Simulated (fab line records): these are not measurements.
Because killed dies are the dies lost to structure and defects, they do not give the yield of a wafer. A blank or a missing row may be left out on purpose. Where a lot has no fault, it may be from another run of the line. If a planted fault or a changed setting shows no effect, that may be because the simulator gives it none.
Which of the tools did it? :: flow n5 finfet :: 10 lots with 29 wafers sampled at 5 steps, on a route of 1938 steps

WHAT THE GAUGES SHOWED, per wafer
Not one reading of a measure or inspect step in the record can be checked against a usual standard deviation.

WHICH TOOL RAN EACH LOT (tool, then ch and the chambers of the sampled wafers, then the start)
lot: L466
N5_BEOL_M9_SPUTTER_48: pvd sputter-02, day 10 06:10
N5_MIM_TOP_LITHO_DESCUM_10: rie diel-06 ch 0,1,3, day 12 09:41
N5_MIM_TOP_ETCH_PECVD_03: pecvd-03 ch 1,2, day 12 10:07
N5_PASSIVATION_AL_DEP_21: pvd sputter-03, day 12 13:18
N5_PASSIVATION_PROBE_49: -

lot: L473
N5_BEOL_M9_SPUTTER_48: pvd sputter-01, day 11 20:53
N5_MIM_TOP_LITHO_DESCUM_10: rie diel-06 ch 0,1,2, day 13 23:02
N5_MIM_TOP_ETCH_PECVD_03: pecvd-04 ch 0,2, day 13 23:24
N5_PASSIVATION_AL_DEP_21: pvd sputter-02, day 14 04:10
N5_PASSIVATION_PROBE_49: -

lot: L471
N5_BEOL_M9_SPUTTER_48: pvd sputter-03, day 11 23:14
N5_MIM_TOP_LITHO_DESCUM_10: rie diel-02 ch 1,2,3, day 14 03:31
N5_MIM_TOP_ETCH_PECVD_03: pecvd-01 ch 0,1, day 14 03:50
N5_PASSIVATION_AL_DEP_21: pvd sputter-01, day 14 06:53
N5_PASSIVATION_PROBE_49: prober-02, day 14 12:49

lot: L469
N5_BEOL_M9_SPUTTER_48: pvd sputter-01, day 12 04:38
N5_MIM_TOP_LITHO_DESCUM_10: rie diel-06 ch 0, day 14 03:37
N5_MIM_TOP_ETCH_PECVD_03: pecvd-04 ch 1,2, day 14 03:56
N5_PASSIVATION_AL_DEP_21: pvd sputter-01, day 14 07:42
N5_PASSIVATION_PROBE_49: -

lot: L474
N5_BEOL_M9_SPUTTER_48: pvd sputter-03, day 12 04:48
N5_MIM_TOP_LITHO_DESCUM_10: rie diel-04 ch 0,2,3, day 14 07:52
N5_MIM_TOP_ETCH_PECVD_03: pecvd-01 ch 0,1, day 14 08:10
N5_PASSIVATION_AL_DEP_21: pvd sputter-01, day 14 14:36
N5_PASSIVATION_PROBE_49: -

lot: L475
N5_BEOL_M9_SPUTTER_48: pvd sputter-03, day 12 08:41
N5_MIM_TOP_LITHO_DESCUM_10: rie diel-06 ch 0,1,2, day 14 14:56
N5_MIM_TOP_ETCH_PECVD_03: pecvd-04 ch 1,2, day 14 15:14
N5_PASSIVATION_AL_DEP_21: pvd sputter-03, day 14 18:39
N5_PASSIVATION_PROBE_49: prober-02, day 15 00:21

lot: L482
N5_BEOL_M9_SPUTTER_48: pvd sputter-03, day 14 15:24
N5_MIM_TOP_LITHO_DESCUM_10: rie diel-04 ch 0,2,3, day 16 22:23
N5_MIM_TOP_ETCH_PECVD_03: pecvd-04 ch 0,1, day 16 22:40
N5_PASSIVATION_AL_DEP_21: pvd sputter-02, day 17 02:24
N5_PASSIVATION_PROBE_49: prober-01, day 17 08:13

lot: L486
N5_BEOL_M9_SPUTTER_48: pvd sputter-01, day 15 06:48
N5_MIM_TOP_LITHO_DESCUM_10: rie diel-06 ch 1,2,3, day 17 00:35
N5_MIM_TOP_ETCH_PECVD_03: pecvd-01 ch 0,1, day 17 00:52
N5_PASSIVATION_AL_DEP_21: pvd sputter-03, day 17 06:44
N5_PASSIVATION_PROBE_49: prober-02, day 17 12:46

lot: L488
N5_BEOL_M9_SPUTTER_48: pvd sputter-01, day 16 04:45
N5_MIM_TOP_LITHO_DESCUM_10: rie diel-06 ch 1,2, day 18 13:31
N5_MIM_TOP_ETCH_PECVD_03: pecvd-04 ch 0,1,2, day 18 13:50
N5_PASSIVATION_AL_DEP_21: pvd sputter-03, day 18 18:52
N5_PASSIVATION_PROBE_49: -

lot: L489
N5_BEOL_M9_SPUTTER_48: pvd sputter-02, day 16 05:10
N5_MIM_TOP_LITHO_DESCUM_10: rie diel-04 ch 0,1,2, day 18 03:45
N5_MIM_TOP_ETCH_PECVD_03: pecvd-03 ch 0,2, day 18 04:02
N5_PASSIVATION_AL_DEP_21: pvd sputter-01, day 18 08:17
N5_PASSIVATION_PROBE_49: -
- N5_BEOL_M9_SPUTTER_48: material Cu, target thk 12 nm, time 2 s.
- N5_MIM_TOP_LITHO_DESCUM_10: chemistry O2, time 7.9 s.
- N5_MIM_TOP_ETCH_PECVD_03: deposits SiNx from SiH4/NH3/N2, target thk 20 nm, time 17.6 s.
- N5_PASSIVATION_AL_DEP_21: deposits Al, target thk 2800 nm, time 170 s.
- N5_PASSIVATION_PROBE_49

WHAT THE TOOLS THEMSELVES READ (means of the sampled wafers that have a number; where no wafer has one, the mark that the record gives instead)
N5_BEOL_M9_SPUTTER_48.
lot: L466
tool: pvd sputter-02
bias v (V): 60.0
cathode dc power W (W): 25999
susceptor temp C (C): -19.87
throttle valve pct (%): 28.5

lot: L473
tool: pvd sputter-01
bias v (V): 60.1
cathode dc power W (W): 25999
susceptor temp C (C): -19.92
throttle valve pct (%): 30.0

lot: L471
tool: pvd sputter-03
bias v (V): 60.0
cathode dc power W (W): 26001
susceptor temp C (C): -20.06
throttle valve pct (%): 30.5

lot: L469
tool: pvd sputter-01
bias v (V): 60.4
cathode dc power W (W): 26002
susceptor temp C (C): -20.05
throttle valve pct (%): 29.9

lot: L474
tool: pvd sputter-03
bias v (V): 60.0
cathode dc power W (W): 26002
susceptor temp C (C): -20.04
throttle valve pct (%): 30.2

lot: L475
tool: pvd sputter-03
bias v (V): 59.8
cathode dc power W (W): 25999
susceptor temp C (C): -20.02
throttle valve pct (%): 30.3

lot: L482
tool: pvd sputter-03
bias v (V): 60.2
cathode dc power W (W): 25997
susceptor temp C (C): -
throttle valve pct (%): 30.1

lot: L486
tool: pvd sputter-01
bias v (V): 60.1
cathode dc power W (W): 26000
susceptor temp C (C): -19.98
throttle valve pct (%): 30.0

lot: L488
tool: pvd sputter-01
bias v (V): 60.0
cathode dc power W (W): 25998
susceptor temp C (C): -19.97
throttle valve pct (%): 29.8

lot: L489
tool: pvd sputter-02
bias v (V): 60.4
cathode dc power W (W): 25999
susceptor temp C (C): -20.05
throttle valve pct (%): 29.8

N5_MIM_TOP_LITHO_DESCUM_10.
lot: L466
tool: rie diel-06
drypump motor current A (A): 6.2
oes product au (a.u.): 0.75
rf vpp V (V): 243.3
showerhead plenum p Torr (Torr): 2.10
throttle valve pct (%): 20.34

lot: L473
tool: rie diel-06
drypump motor current A (A): 5.7
oes product au (a.u.): 0.81
rf vpp V (V): 242.8
showerhead plenum p Torr (Torr): 2.05
throttle valve pct (%): 20.30

lot: L471
tool: rie diel-02
drypump motor current A (A): 6.3
oes product au (a.u.): 0.88
rf vpp V (V): 241.7
showerhead plenum p Torr (Torr): 2.06
throttle valve pct (%): 20.35

lot: L469
tool: rie diel-06
drypump motor current A (A): 6.4
oes product au (a.u.): 0.70
rf vpp V (V): 242.4
showerhead plenum p Torr (Torr): 2.07
throttle valve pct (%): 20.25

lot: L474
tool: rie diel-04
drypump motor current A (A): 5.9
oes product au (a.u.): 0.82
rf vpp V (V): 244.8
showerhead plenum p Torr (Torr): 2.20
throttle valve pct (%): 20.28

lot: L475
tool: rie diel-06
drypump motor current A (A): 5.7
oes product au (a.u.): 0.80
rf vpp V (V): 242.1
showerhead plenum p Torr (Torr): 2.05
throttle valve pct (%): 20.30

lot: L482
tool: rie diel-04
drypump motor current A (A): 5.9
oes product au (a.u.): 0.80
rf vpp V (V): 244.2
showerhead plenum p Torr (Torr): 2.19
throttle valve pct (%): 20.29

lot: L486
tool: rie diel-06
drypump motor current A (A): 5.7
oes product au (a.u.): 0.79
rf vpp V (V): 242.1
showerhead plenum p Torr (Torr): 2.08
throttle valve pct (%): 20.42

lot: L488
tool: rie diel-06
drypump motor current A (A): 5.2
oes product au (a.u.): 0.83
rf vpp V (V): 242.3
showerhead plenum p Torr (Torr): 2.04
throttle valve pct (%): 20.35

lot: L489
tool: rie diel-04
drypump motor current A (A): 5.9
oes product au (a.u.): 0.78
rf vpp V (V): 243.0
showerhead plenum p Torr (Torr): 2.15
throttle valve pct (%): 20.43

N5_MIM_TOP_ETCH_PECVD_03.
lot: L466
tool: pecvd-03
chamber pressure Torr (Torr): 1.4960
heater power w (W): 728
showerhead plenum p Torr (Torr): 5.15
susceptor temp C (C): 399.90
throttle valve pct (%): 41.1

lot: L473
tool: pecvd-04
chamber pressure Torr (Torr): 1.4984
heater power w (W): 854
showerhead plenum p Torr (Torr): 5.12
susceptor temp C (C): 400.09
throttle valve pct (%): 39.4

lot: L471
tool: pecvd-01
chamber pressure Torr (Torr): 1.5019
heater power w (W): 679
showerhead plenum p Torr (Torr): 5.14
susceptor temp C (C): 400.20
throttle valve pct (%): 39.8

lot: L469
tool: pecvd-04
chamber pressure Torr (Torr): 1.5019
heater power w (W): 764
showerhead plenum p Torr (Torr): 5.11
susceptor temp C (C): 400.02
throttle valve pct (%): 38.9

lot: L474
tool: pecvd-01
chamber pressure Torr (Torr): 1.4997
heater power w (W): 753
showerhead plenum p Torr (Torr): 5.13
susceptor temp C (C): 399.85
throttle valve pct (%): 39.8

lot: L475
tool: pecvd-04
chamber pressure Torr (Torr): 1.4993
heater power w (W): 852
showerhead plenum p Torr (Torr): 5.11
susceptor temp C (C): 400.18
throttle valve pct (%): 38.0

lot: L482
tool: pecvd-04
chamber pressure Torr (Torr): 1.5017
heater power w (W): 851
showerhead plenum p Torr (Torr): 5.11
susceptor temp C (C): 400.08
throttle valve pct (%): 40.8

lot: L486
tool: pecvd-01
chamber pressure Torr (Torr): 1.5009
heater power w (W): 763
showerhead plenum p Torr (Torr): 5.14
susceptor temp C (C): 400.20
throttle valve pct (%): 39.8

lot: L488
tool: pecvd-04
chamber pressure Torr (Torr): 1.4975
heater power w (W): 832
showerhead plenum p Torr (Torr): 5.11
susceptor temp C (C): 399.97
throttle valve pct (%): 39.5

lot: L489
tool: pecvd-03
chamber pressure Torr (Torr): 1.5000
heater power w (W): 683
showerhead plenum p Torr (Torr): 5.24
susceptor temp C (C): 400.10
throttle valve pct (%): 38.3

N5_PASSIVATION_AL_DEP_21.
lot: L466
tool: pvd sputter-03
cathode dc power W (W): 30002
susceptor temp C (C): 399.99
throttle valve pct (%): 30.9

lot: L473
tool: pvd sputter-02
cathode dc power W (W): 30004
susceptor temp C (C): 399.80
throttle valve pct (%): 29.4

lot: L471
tool: pvd sputter-01
cathode dc power W (W): 30000
susceptor temp C (C): 400.13
throttle valve pct (%): 30.1

lot: L469
tool: pvd sputter-01
cathode dc power W (W): 29995
susceptor temp C (C): 399.79
throttle valve pct (%): 29.8

lot: L474
tool: pvd sputter-01
cathode dc power W (W): 30005
susceptor temp C (C): 400.01
throttle valve pct (%): 29.5

lot: L475
tool: pvd sputter-03
cathode dc power W (W): 30000
susceptor temp C (C): 399.87
throttle valve pct (%): 30.8

lot: L482
tool: pvd sputter-02
cathode dc power W (W): 30001
susceptor temp C (C): 399.87
throttle valve pct (%): 29.4

lot: L486
tool: pvd sputter-03
cathode dc power W (W): 30002
susceptor temp C (C): 400.26
throttle valve pct (%): 30.2

lot: L488
tool: pvd sputter-03
cathode dc power W (W): 29996
susceptor temp C (C): 399.53
throttle valve pct (%): 30.4

lot: L489
tool: pvd sputter-01
cathode dc power W (W): 30001
susceptor temp C (C): 400.17
throttle valve pct (%): 30.1

N5_PASSIVATION_PROBE_49.
lot: L471
tool: prober-02
defect limited yield (%): 91.4
killed_at_M0_to_M3: 35
killed_at_M4_up: 9
killed at contacts: 14
killed at front end: 43
killed at other: 1.0
killed dies: 102
killed open: 69
killed short: 30
sort_bin_5_function (%): 5.4
sort_bin_6_memory (%): 2.9
sort n pass: 1078
sort yield pct (%): 91.4

lot: L475
tool: prober-02
defect limited yield (%): 93.3
killed_at_M0_to_M3: 29
killed_at_M4_up: 13
killed at contacts: 5
killed at front end: 28
killed at other: 3.3
killed dies: 79
killed open: 54
killed short: 25
sort_bin_5_function (%): 4.0
sort_bin_6_memory (%): 2.4
sort n pass: 1101
sort yield pct (%): 93.3

lot: L482
tool: prober-01
defect limited yield (%): 91.9
killed_at_M0_to_M3: 21
killed_at_M4_up: 31
killed at contacts: 16
killed at front end: 26
killed at other: 2.0
killed dies: 96
killed open: 57
killed short: 23
sort_bin_5_function (%): 4.8
sort_bin_6_memory (%): 3.2
sort n pass: 1084
sort yield pct (%): 91.9

lot: L486
tool: prober-02
defect limited yield (%): 93.2
killed_at_M0_to_M3: 25
killed_at_M4_up: 14
killed at contacts: 12
killed at front end: 27
killed at other: 2.3
killed dies: 81
killed open: 50
killed short: 30
sort_bin_5_function (%): 4.1
sort_bin_6_memory (%): 2.5
sort n pass: 1099
sort yield pct (%): 93.2

THE ANSWER, worked out from the rows above alone
Rule: the lots themselves supply what counts as usual. Put in order of their means at a reading, lots are off if they are a third of the lots or fewer, leave a main group of 4 or more, and stand apart from it by a gap of 3 or more times the standard deviation of the main group's means; of several such gaps the widest counts. Not used: any main group whose means are identical at the precision the tables above print for the reading. Also off: a lot with no number at a reading for which 4 or more lots have one. Where the step has rows for the other lots, those lots are counted as sound. Order of review: gauges by route order, followed by the tools' own readings, for which a lot's mean as printed above is used. At the first step where some lot is off, the reading lying furthest off is the one used; lots without a number count as furthest.
Off: L482 (N5_BEOL_M9_SPUTTER_48, susceptor temp C). Without a number there: L482. For the main group the mean is -20.00 C and the standard deviation 0.062.
A tool fits if, at that step or a process step before it, it ran every lot that is off, and no sound lot after the first of them. One fits: N5_BEOL_M9_SPUTTER_48 on pvd sputter-03. A fault onset in the window from L475 (day 12 08:41, its last sound lot) to L482 (day 14 15:24, its first lot off) fits.
Blank at N5_BEOL_M9_SPUTTER_48 on the lots that are off, where sound lots have numbers: susceptor temp C.

WHAT THE SIMULATOR PUT IN
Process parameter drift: pvd sputter-03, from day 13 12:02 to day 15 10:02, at N5_BEOL_M9_SPUTTER_48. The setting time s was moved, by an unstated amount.
Struck lots among those shown: L482. The rule above reached the same finding.
